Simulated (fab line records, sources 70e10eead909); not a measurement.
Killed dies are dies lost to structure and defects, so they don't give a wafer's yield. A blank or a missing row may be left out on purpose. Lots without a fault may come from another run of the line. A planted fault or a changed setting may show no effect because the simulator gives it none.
A struck lot beside a sound one | flow nand_harc | 25 steps out of a route of 1302
Sound: wafers L850.4, L850.5, L850.6. Struck: wafers L862.3, L862.4, L862.5. The cause comes at the end.
At each step with rows: each side's tool, then ch and its chambers, then its first start. Under that, the readings that differ: sound wafers | struck wafers | difference of the means | sigmas: that difference in standard deviations of wafers without a fault.
alike: readings whose means differ by less than 2 such deviations, and words and numbers that are the same on both sides. not compared: withheld readings, readings that some wafer has no value for, bounds like >300 that may hide the same value, and numbers for which the record gives no deviation and whose values overlap.
The two part at a step that has a row with sigmas, a row that says differs or no value, or rows on one side only. Numbers that don't overlap but have no deviation are shown without sigmas and don't part them. A reading that every wafer of one side lacks parts them only if that side has two wafers or more.

first, 6 steps without rows for these wafers: NHARC_P_GATE_STRIP_15 (strips in SPM, time 780 s); NHARC_P_GATE_PRECLEAN_71 (cleans in SC1); NHARC_P_GATE_SRD_72; NHARC_P_GATE_OXIDE_16 (material SiO2, target thk 3 nm, ox time 392 s); NHARC_P_GATE_CVD_17 (deposits poly-Si, target thk 150 nm, time 900 s); NHARC_P_GATE_HM_DEP_102 (deposits aC, target thk 120 nm).
NHARC_P_GATE_DEP_103: deposits SiON, target thk 30 nm.
  sound on pecvd-03 ch 0,1,2, day 6 23:04; struck on pecvd-03 ch 0,1,2, day 12 01:34
  alike: heater_power_w
then, 5 steps without rows for these wafers: NHARC_P_GATE_DEHYDRATE_18 (time 120 s); NHARC_P_GATE_HMDS_19 (time 30 s); NHARC_P_GATE_COAT_20 (resist thk 90 nm); NHARC_P_GATE_SOFTBAKE_21 (time 55 s); NHARC_P_GATE_EBR_22.
NHARC_P_GATE_EXPOSE_23: exposes mask P GATE, target cd 120 nm.
  sound on arfi_scanner-03 ch 0, day 6 23:32; struck on arfi_scanner-02 ch 0, day 12 02:07
  reading              | sound             | struck            | difference | sigmas
  exposure_dose_mJ_cm2 | 93.89 93.82 93.83 | 68.29 68.35 68.21 | -25.56     | -99 or more
  alike: mask, stage_vel_mm_s
then, 2 steps without rows for these wafers: NHARC_P_GATE_PEB_24 (peb time 65 s); NHARC_P_GATE_DEVELOP_25 (develop time 35 s).
NHARC_P_GATE_CD_MEAS_26: target cd 120 nm.
  sound on cd_sem-03 ch 0, day 6 23:40; struck on cd_sem-03 ch 0, day 12 02:16
  reading    | sound             | struck            | difference | sigmas
  cd_nm (nm) | 120.3 119.6 119.5 | 138.7 139.6 139.0 | +19.3      | +35
NHARC_P_GATE_OVL_MEAS_27:
  sound on overlay-01, day 6 23:45; struck on overlay-02, day 12 02:20
  alike: overlay_x_nm, overlay_y_nm
NHARC_P_GATE_INSPECT_28:
  sound on defect_inspect-02, day 6 23:47; struck on defect_inspect-01, day 12 02:23
  alike: raw_defect_count
NHARC_P_GATE_DESCUM_31: chemistry O2, time 3 s.
  sound on rie_diel-07 ch 0,3, day 6 23:51; struck on rie_diel-06 ch 1,2,3, day 12 02:28
  reading                 | sound             | struck          | difference | sigmas
  model.P_GATE.cd_nm (nm) | 119.6 119.5 119.2 | 139 138.8 138.7 | +19        |
  alike: drypump_motor_current_A, oes_product_au, rf_vpp_V, showerhead_plenum_p_Torr, throttle_valve_pct
  not compared: rf_hours_counter_h
NHARC_P_GATE_ETCH_104: etches the open film in CF4/CHF3, target depth 60 nm.
  sound on rie_diel-07 ch 1,2,3, day 6 23:56; struck on rie_diel-06 ch 0,1,3, day 12 02:31
  alike: drypump_motor_current_A, oes_product_au, rf_vpp_V, showerhead_plenum_p_Torr, throttle_valve_pct
NHARC_P_GATE_HM_OPEN_105: chemistry O2/COS, target depth 360 nm.
  sound on rie_diel-07 ch 0,2,3; struck on rie_diel-06 ch 0,2
  reading                         | sound             | struck            | difference | sigmas
  rf_vpp_V (V)                    | 463.9 463.8 464.4 | 470.4 470.8 472.6 | +7.2       | +2
  showerhead_plenum_p_Torr (Torr) | 2.95 3.00 3.00    | 3.30 3.32 3.32    | +0.33      | +2
  alike: drypump_motor_current_A, oes_product_au, throttle_valve_pct
  not compared: rf_hours_counter_h
then, 1 step without rows for these wafers: NHARC_P_GATE_STRIP_106 (strips in O2/COS).
NHARC_P_GATE_ETCH_114: etches the open film in CF4/O2, target depth 30 nm, overetch 3 nm, time 16.5 s.
  sound on rie_diel-07 ch 2,3; struck on rie_diel-06 ch 0,3
  reading                         | sound             | struck            | difference | sigmas
  rf_vpp_V (V)                    | 196.1 197.6 195.2 | 199.9 200.4 199.6 | +3.7       | +3
  showerhead_plenum_p_Torr (Torr) | 1.26 1.28 1.26    | 1.39 1.42 1.42    | +0.14      | +2
  alike: drypump_motor_current_A, oes_f_703_au, oes_product_au, throttle_valve_pct
  not compared: rf_hours_counter_h
NHARC_P_GATE_ETCH_32: etches the open film in HBr/Cl2, target depth 150 nm, time 100.1 s.
  sound on rie_si-01 ch 0,1,3, day 7 00:20; struck on rie_si-02 ch 0,3, day 12 02:55
  reading                 | sound             | struck            | difference | sigmas
  model.P_GATE.cd_nm (nm) | 117.4 119.8 121.1 | 138.3 139.8 136.3 | +18.7      |
  alike: drypump_motor_current_A, oes_product_au, throttle_valve_pct
  not compared: rf_hours_counter_h
NHARC_P_GATE_STRIP_108: strips in O2.
  sound on rie_diel-11 ch 0,2,3, day 7 00:32; struck on rie_diel-11 ch 1,2, day 12 03:04
  alike: drypump_motor_current_A, oes_product_au, rf_vpp_V, showerhead_plenum_p_Torr, throttle_valve_pct
  not compared: rf_hours_counter_h

WHERE THEY PART
First at NHARC_P_GATE_EXPOSE_23; last, within this record, at NHARC_P_GATE_ETCH_114. Later steps at which nothing parts them and some readings are alike: NHARC_P_GATE_ETCH_32, NHARC_P_GATE_STRIP_108.

WHY: what the simulator had put in
Process parameter drift: arfi_scanner-02, from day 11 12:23 on, at NHARC_P_GATE_EXPOSE_23. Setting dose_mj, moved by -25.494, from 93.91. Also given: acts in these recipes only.
